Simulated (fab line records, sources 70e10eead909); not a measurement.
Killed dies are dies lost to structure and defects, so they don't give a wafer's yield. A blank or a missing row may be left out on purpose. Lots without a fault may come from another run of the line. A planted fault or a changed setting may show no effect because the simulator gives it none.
A struck lot beside a sound one | flow nand_harc | 15 steps out of a route of 1159
Sound: wafers L178.3, L178.4, L178.5. Struck: wafer L177.6. (L177.1, L177.4 of the same lot were not struck and are left out.) The cause comes at the end.
At each step with rows: each side's tool, then ch and its chambers, then its first start. Under that, the readings that differ: sound wafers | struck wafers | difference of the means | sigmas: that difference in standard deviations of wafers without a fault.
alike: readings whose means differ by less than 2 such deviations, and words and numbers that are the same on both sides. not compared: withheld readings, readings that some wafer has no value for, bounds like >300 that may hide the same value, and numbers for which the record gives no deviation and whose values overlap.
The two part at a step that has a row with sigmas, a row that says differs or no value, or rows on one side only. Numbers that don't overlap but have no deviation are shown without sigmas and don't part them. A reading that every wafer of one side lacks parts them only if that side has two wafers or more.

first, 5 steps without rows for these wafers: NHARC_A_CONTACT_SOFTBAKE_03 (time 55 s); NHARC_A_CONTACT_EBR_04; NHARC_A_CONTACT_EXPOSE_05 (exposes mask A CC); NHARC_A_CONTACT_PEB_06 (peb time 65 s); NHARC_A_CONTACT_DEVELOP_07 (develop time 35 s).
NHARC_A_CONTACT_CD_MEAS_08: target cd 100 nm.
  sound on cd_sem-03 ch 0, day 19 13:51; struck on cd_sem-01 ch 0, day 19 18:11
  alike: cd_nm
NHARC_A_CONTACT_OVL_MEAS_09:
  sound on overlay-02, day 19 13:56; struck on overlay-01, day 19 18:17
  alike: overlay_x_nm, overlay_y_nm
NHARC_A_CONTACT_INSPECT_10:
  sound on defect_inspect-01, day 19 13:58; struck on defect_inspect-02, day 19 18:19
  alike: raw_defect_count
NHARC_A_CONTACT_DESCUM_13: chemistry O2, time 3 s.
  sound on rie_diel-08 ch 1,2,3, day 19 14:02; struck on rie_diel-08 ch 3, day 19 18:24
  alike: drypump_motor_current_A, oes_product_au, rf_vpp_V, showerhead_plenum_p_Torr, throttle_valve_pct
  not compared: rf_hours_counter_h
NHARC_A_CONTACT_ETCH_88: etches the open film in CF4, target depth 39 nm, time 65 s.
  sound on rie_diel-08 ch 2,3, day 19 14:07; struck on rie_diel-08 ch 1, day 19 18:37
  reading                | sound                | struck | difference | sigmas
  throttle_valve_pct (%) | 13.279 13.275 13.271 | 13.301 | +0.026     | +3
  alike: drypump_motor_current_A, oes_product_au, rf_vpp_V, showerhead_plenum_p_Torr
  not compared: rf_hours_counter_h
NHARC_A_CONTACT_ETCH_89: etches the open film in N2/H2, target depth 260 nm, time 475.3 s.
  sound on rie_diel-08 ch 0,1,3; struck on rie_diel-08 ch 3
  alike: drypump_motor_current_A, oes_product_au, rf_vpp_V, showerhead_plenum_p_Torr, throttle_valve_pct
  not compared: rf_hours_counter_h
NHARC_A_CONTACT_ETCH_30: etches the open film in CF4/CHF3, target depth 60.5 nm, time 30.2 s.
  sound on rie_diel-08 ch 0,1,2; struck on rie_diel-08 ch 1
  alike: drypump_motor_current_A, oes_product_au, rf_vpp_V, showerhead_plenum_p_Torr, throttle_valve_pct
  not compared: rf_hours_counter_h
NHARC_A_CONTACT_ETCH_31: etches the open film in O2/COS, target depth 2000 nm, time 520 s.
  sound on rie_diel-08 ch 0,1, day 19 14:41; struck on rie_diel-08 ch 1, day 19 19:21
  reading               | sound             | struck | difference | sigmas
  oes_product_au (a.u.) | 1.006 0.991 0.979 | 0.831  | -0.161     | -15
  alike: drypump_motor_current_A, rf_vpp_V, showerhead_plenum_p_Torr, throttle_valve_pct
  not compared: rf_hours_counter_h
NHARC_A_CONTACT_ETCH_134: etches the open film in C4F8/O2/Ar, time 140 s, target depth 700 nm.
  sound on har_cap_etch-01 ch 0,1, day 19 15:07; struck on har_cap_etch-01 ch 0, day 19 19:43
  not compared: rf_hours_counter_h
-- the record jumps here: 3 days lie between the struck wafers' starts before and after (it left off in module A_CONTACT and takes up again in module END, whose first step shown is number 1159 of the route) --
NHARC_END_SORT_01:
  the record has rows for the struck wafers here (prober-02 ch 0, day 22 17:44) and none for the sound ones

WHERE THEY PART
First at NHARC_A_CONTACT_ETCH_88; last, within this record, at NHARC_END_SORT_01.

WHY: what the simulator had put in
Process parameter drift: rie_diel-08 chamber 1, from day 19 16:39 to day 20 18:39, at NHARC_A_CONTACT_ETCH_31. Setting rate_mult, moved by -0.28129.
